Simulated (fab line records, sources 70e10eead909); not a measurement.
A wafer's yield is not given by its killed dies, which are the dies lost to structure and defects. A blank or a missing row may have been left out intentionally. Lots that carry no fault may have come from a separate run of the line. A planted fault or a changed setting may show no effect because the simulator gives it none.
Shared-tool check / flow nand-harc / Sample size 14 lots and 42 wafers

== REASON IT WAS OPENED ==
Flagged at NHARC_A_ONON_D1_THK_MEAS_02: reading thk-nm, on 2 of 14 lots. Wafers without a fault read 1000 nm, standard deviation 9.6.
Rule: flag the lot when none of its wafers has a number, or when each of its wafers that has one lies beyond 4 standard deviations from that mean. The rest of the lots are taken to be sound.

lot=L214; measured=day 7 19:54; on=film-metro-02; thk-nm (nm), wafer by wafer=991 988 987; flag=
lot=L213; measured=day 7 19:54; on=film-metro-01; thk-nm (nm), wafer by wafer=1014 1015 1013; flag=
lot=L216; measured=day 8 04:09; on=film-metro-02; thk-nm (nm), wafer by wafer=1000 1002 999; flag=
lot=L219; measured=day 9 06:12; on=film-metro-02; thk-nm (nm), wafer by wafer=995 998 998; flag=
lot=L221; measured=day 9 09:19; on=film-metro-02; thk-nm (nm), wafer by wafer=1015 1015 1015; flag=
lot=L222; measured=day 10 00:10; on=film-metro-02; thk-nm (nm), wafer by wafer=1014 1012 1014; flag=
lot=L223; measured=day 10 00:10; on=film-metro-01; thk-nm (nm), wafer by wafer=1507 1508 1506; flag=FLAGGED
lot=L225; measured=day 10 19:09; on=film-metro-01; thk-nm (nm), wafer by wafer=1499 1498 1498; flag=FLAGGED
lot=L227; measured=day 11 11:07; on=film-metro-02; thk-nm (nm), wafer by wafer=1004 1001 1002; flag=
lot=L226; measured=day 11 11:07; on=film-metro-01; thk-nm (nm), wafer by wafer=995 997 995; flag=
lot=L228; measured=day 11 14:31; on=film-metro-01; thk-nm (nm), wafer by wafer=997 995 996; flag=
lot=L229; measured=day 11 14:32; on=film-metro-02; thk-nm (nm), wafer by wafer=999 1001 1000; flag=
lot=L232; measured=day 12 10:58; on=film-metro-01; thk-nm (nm), wafer by wafer=989 991 990; flag=
lot=L233; measured=day 12 18:13; on=film-metro-02; thk-nm (nm), wafer by wafer=1005 1005 1003; flag=
On average the flagged lots' numbers are 1503 nm, which is +503 nm against the usual, or +52 standard deviations.

== LOT BY LOT: THE TOOL USED ==
Before the reading, the record contains 2 process steps out of a 1159-step route. In each cell: the tool, then ch and the chambers that the sampled wafers went through, then the start.
lot=L214; flag=; NHARC_A_ZERO_WELL_ETCH_13=rie-si-05 ch 0,3, day 6 21:54; NHARC_A_ONON_D1_DEP_00=pecvd-onon-01 ch 0, day 7 19:23
lot=L213; flag=; NHARC_A_ZERO_WELL_ETCH_13=rie-si-03 ch 0,1,2, day 6 22:33; NHARC_A_ONON_D1_DEP_00=pecvd-onon-02 ch 0, day 7 19:27
lot=L216; flag=; NHARC_A_ZERO_WELL_ETCH_13=rie-si-03 ch 0,1,2, day 7 07:35; NHARC_A_ONON_D1_DEP_00=pecvd-onon-01 ch 0, day 8 03:41
lot=L219; flag=; NHARC_A_ZERO_WELL_ETCH_13=rie-si-05 ch 0,2,3, day 8 07:38; NHARC_A_ONON_D1_DEP_00=pecvd-onon-03 ch 0, day 9 05:41
lot=L221; flag=; NHARC_A_ZERO_WELL_ETCH_13=rie-si-03 ch 1,3, day 8 11:20; NHARC_A_ONON_D1_DEP_00=pecvd-onon-03 ch 0, day 9 08:55
lot=L222; flag=; NHARC_A_ZERO_WELL_ETCH_13=rie-si-05 ch 0,1,3, day 9 02:32; NHARC_A_ONON_D1_DEP_00=pecvd-onon-02 ch 0, day 9 23:43
lot=L223; flag=FLAGGED; NHARC_A_ZERO_WELL_ETCH_13=rie-si-03 ch 0,1,2, day 9 01:51; NHARC_A_ONON_D1_DEP_00=pecvd-onon-01 ch 0, day 9 23:40
lot=L225; flag=FLAGGED; NHARC_A_ZERO_WELL_ETCH_13=rie-si-03 ch 1,2,3, day 9 20:44; NHARC_A_ONON_D1_DEP_00=pecvd-onon-01 ch 0, day 10 18:38
lot=L227; flag=; NHARC_A_ZERO_WELL_ETCH_13=rie-si-03 ch 1,3, day 10 14:03; NHARC_A_ONON_D1_DEP_00=pecvd-onon-03 ch 0, day 11 10:36
lot=L226; flag=; NHARC_A_ZERO_WELL_ETCH_13=rie-si-02 ch 1,2,3, day 10 10:17; NHARC_A_ONON_D1_DEP_00=pecvd-onon-02 ch 0, day 11 10:40
lot=L228; flag=; NHARC_A_ZERO_WELL_ETCH_13=rie-si-05 ch 0,1,3, day 10 16:13; NHARC_A_ONON_D1_DEP_00=pecvd-onon-02 ch 0, day 11 14:01
lot=L229; flag=; NHARC_A_ZERO_WELL_ETCH_13=rie-si-03 ch 0,1,2, day 10 18:32; NHARC_A_ONON_D1_DEP_00=pecvd-onon-03 ch 0, day 11 14:02
lot=L232; flag=; NHARC_A_ZERO_WELL_ETCH_13=rie-si-02 ch 0,1,2, day 11 12:28; NHARC_A_ONON_D1_DEP_00=pecvd-onon-02 ch 0, day 12 10:28
lot=L233; flag=; NHARC_A_ZERO_WELL_ETCH_13=rie-si-05 ch 0,2,3, day 11 18:01; NHARC_A_ONON_D1_DEP_00=pecvd-onon-03 ch 0, day 12 17:45
What is done by these steps:
- NHARC_A_ZERO_WELL_ETCH_13: etches the open film in HBr/Cl2, target depth 120 nm, time 40.1 s.
- NHARC_A_ONON_D1_DEP_00: target thk 1000 nm.
- NHARC_A_ONON_D1_THK_MEAS_02: measures by ellipsometry.

== FLAGGED AGAINST TOTAL, ONE TOOL AT A TIME (gauges that did the reading follow at the end) ==
step=NHARC_A_ZERO_WELL_ETCH_13; tool=rie-si-02; lots run=2; flagged=0; share of the flagged lots=none; sound lots run after its first flagged lot=-
step=NHARC_A_ZERO_WELL_ETCH_13; tool=rie-si-03; lots run=7; flagged=2; share of the flagged lots=all; sound lots run after its first flagged lot=2 (L227,L229)
step=NHARC_A_ZERO_WELL_ETCH_13; tool=rie-si-05; lots run=5; flagged=0; share of the flagged lots=none; sound lots run after its first flagged lot=-
step=NHARC_A_ONON_D1_DEP_00; tool=pecvd-onon-01; lots run=4; flagged=2; share of the flagged lots=all; sound lots run after its first flagged lot=0
step=NHARC_A_ONON_D1_DEP_00; tool=pecvd-onon-02; lots run=5; flagged=0; share of the flagged lots=none; sound lots run after its first flagged lot=-
step=NHARC_A_ONON_D1_DEP_00; tool=pecvd-onon-03; lots run=5; flagged=0; share of the flagged lots=none; sound lots run after its first flagged lot=-
step=NHARC_A_ONON_D1_THK_MEAS_02; tool=film-metro-01; lots run=6; flagged=2; share of the flagged lots=all; sound lots run after its first flagged lot=3 (L226,L228,L232)
step=NHARC_A_ONON_D1_THK_MEAS_02; tool=film-metro-02; lots run=8; flagged=0; share of the flagged lots=none; sound lots run after its first flagged lot=-

== WHAT THE TABLE ALLOWS ==
All flagged lots were run by 3 table rows, namely rie-si-03 at NHARC_A_ZERO_WELL_ETCH_13, pecvd-onon-01 at NHARC_A_ONON_D1_DEP_00, film-metro-01 at NHARC_A_ONON_D1_THK_MEAS_02.
- rie-si-03 at NHARC_A_ZERO_WELL_ETCH_13: 2 of its 7 lots flagged. After the first flagged lot (L227, L229), sound lots still ran on it; a lasting fault on the whole tool would not permit that.
- pecvd-onon-01 at NHARC_A_ONON_D1_DEP_00: 2 of its 4 lots flagged. It ran its last sound lot, L216, at day 8 03:41 and its first flagged lot, L223, at day 9 23:40: a fault with its onset between the two fits.
- film-metro-01 at NHARC_A_ONON_D1_THK_MEAS_02: 2 of its 6 lots flagged. After the first flagged lot (L226, L228, L232), sound lots still ran on it; a lasting fault on the whole tool would not permit that.
pecvd-onon-01 at NHARC_A_ONON_D1_DEP_00 is the single tool remaining.

== WHAT HAD BEEN PUT IN BY THE SIMULATOR ==
pecvd-onon-01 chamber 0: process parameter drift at NHARC_A_ONON_D1_DEP_00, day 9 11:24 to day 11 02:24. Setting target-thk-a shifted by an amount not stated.
Lots struck among those shown: L223, L225. The rule above found the same.
